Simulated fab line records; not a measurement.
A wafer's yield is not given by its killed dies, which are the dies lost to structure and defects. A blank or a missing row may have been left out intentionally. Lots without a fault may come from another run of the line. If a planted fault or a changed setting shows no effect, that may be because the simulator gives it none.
Problem report, 8D (eight disciplines) form, completed by code :: flow n5_finfet :: the parts of the form that need people (team, actions taken, sign-off) are left out

## 1. THE PROBLEM
killed_at_other at N5_PASSIVATION_PROBE_49 reads a mean of 124.0 on 1 wafer of 1 lot; wafers without a fault read 3.4 with a standard deviation of 2.6. Relative to the usual mean, that is a shift of +46 standard deviations.
Seen first at day 15 19:55 on prober-02, wafer L570.2. The record holds 3 wafers of 1 lot with a number at this step. Rule for "out", or "out of limits": more than 4 standard deviations from the usual mean. All remaining wafers that have a number are taken as sound.

## 2. WHAT IT IS; WHAT IT IS NOT
question: which readings at this step
is: killed_at_other, defect_limited_yield, killed_dies, killed_on_rim, sort_bin_5_function, sort_n_pass, sort_yield_pct
is not: killed_at_M0_to_M3, killed_at_M4_up, killed_at_contacts, killed_at_front_end, killed_open, killed_short, sort_bin_6_memory, sort_bin_8_speed

question: which lots
is: L570
is not: -

question: which wafers of those lots
is: L570.2
is not: L570.5, L570.6

question: read on which tools
is: prober-02
is not: -

question: when
is: from day 15 19:55
is not: up to then (0 sound wafers); but 2 sound wafers of L570 came after

## 3. THE SUSPECTS, EACH WITH WHAT RULES IT OUT
Counting: any tool at a process step up to the reading remains a suspect provided it ran every lot that is out. Sound lots after the first of them don't rule it out here, since some wafers of a struck lot are sound.
- rie_diel-02 at N5_PASSIVATION_ETCH_15 (etches SiCN in CF4/N2, target depth 75 nm, time 81.2 s): kept. It ran the lot that is out, L570 (day 15 12:20). With no start given for some of its lots, N5_PASSIVATION_ETCH_15 uses the hours and lot order of N5_PASSIVATION_STRIP_73.
- wet_bench-06 at N5_PASSIVATION_STRIP_73 (strips in post etch residue remover, time 60 s): kept. It ran the lot that is out, L570 (day 15 12:20).
- rie_metal-02 at N5_PASSIVATION_ETCH_59 (etches TaN in Cl2/BCl3, target depth 65 nm, time 34.9 s): kept. It ran the lot that is out, L570 (day 15 15:24).
- prober-02 at N5_PASSIVATION_PROBE_49: kept. It ran the lot that is out, L570 (day 15 19:55). Its own readings are out on those wafers: defect_limited_yield, killed_at_other, killed_dies, killed_on_rim, sort_bin_5_function, sort_n_pass, sort_yield_pct.
- rie_diel-02, N5_PASSIVATION_ETCH_15: wafers that are out in chamber 0, sound lot-mates in chambers 1, 2.
Left after counting: rie_diel-02 at N5_PASSIVATION_ETCH_15, wet_bench-06 at N5_PASSIVATION_STRIP_73, rie_metal-02 at N5_PASSIVATION_ETCH_59, prober-02 at N5_PASSIVATION_PROBE_49.

## 4. THE CAUSE (what the simulator had put in)
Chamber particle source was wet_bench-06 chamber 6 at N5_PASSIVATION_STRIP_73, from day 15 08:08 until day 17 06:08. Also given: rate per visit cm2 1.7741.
4 suspects survive the count, and this tool is in that group.

## 5. THE CHAIN OF EFFECTS, in route order
One row per reading whose mean, taken over the struck wafers that have a number, lies over 3 standard deviations from the usual. Only readings for which the record gives a usual standard deviation are gone through. hours: the time from each lot's start at the first step in this table that gives one to its start at this step, as a median over the lots. sigmas: the change in usual standard deviations.
hours: 0
step: N5_PASSIVATION_PROBE_49
reading: defect_limited_yield
usual: 91.2 %
on struck wafers: 82.4
change: -8.8
sigmas: -5.5

hours: 0
step: N5_PASSIVATION_PROBE_49
reading: killed_at_other
usual: 3.4
on struck wafers: 124.0
change: +120.6
sigmas: +46

hours: 0
step: N5_PASSIVATION_PROBE_49
reading: killed_dies
usual: 104
on struck wafers: 208
change: +104
sigmas: +5.5

hours: 0
step: N5_PASSIVATION_PROBE_49
reading: killed_on_rim
usual: 13
on struck wafers: 31
change: +18
sigmas: +4.6

hours: 0
step: N5_PASSIVATION_PROBE_49
reading: sort_bin_5_function
usual: 5.1 %
on struck wafers: 10.2
change: +5.1
sigmas: +5.1

hours: 0
step: N5_PASSIVATION_PROBE_49
reading: sort_n_pass
usual: 1075
on struck wafers: 972
change: -103
sigmas: -4.7

hours: 0
step: N5_PASSIVATION_PROBE_49
reading: sort_yield_pct
usual: 91.1 %
on struck wafers: 82.4
change: -8.7
sigmas: -4.6
It contains these process steps:
- N5_PASSIVATION_PROBE_49

## 6. HOW IT WOULD HAVE BEEN CAUGHT EARLIER
First out-of-limits reading in this record: day 15 19:55, which is 12 hours after fault onset at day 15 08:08.
All the lots that are out (1) had begun N5_PASSIVATION_STRIP_73 on wet_bench-06 by day 15 19:55. None of them would have been spared by holding the tool at that moment.
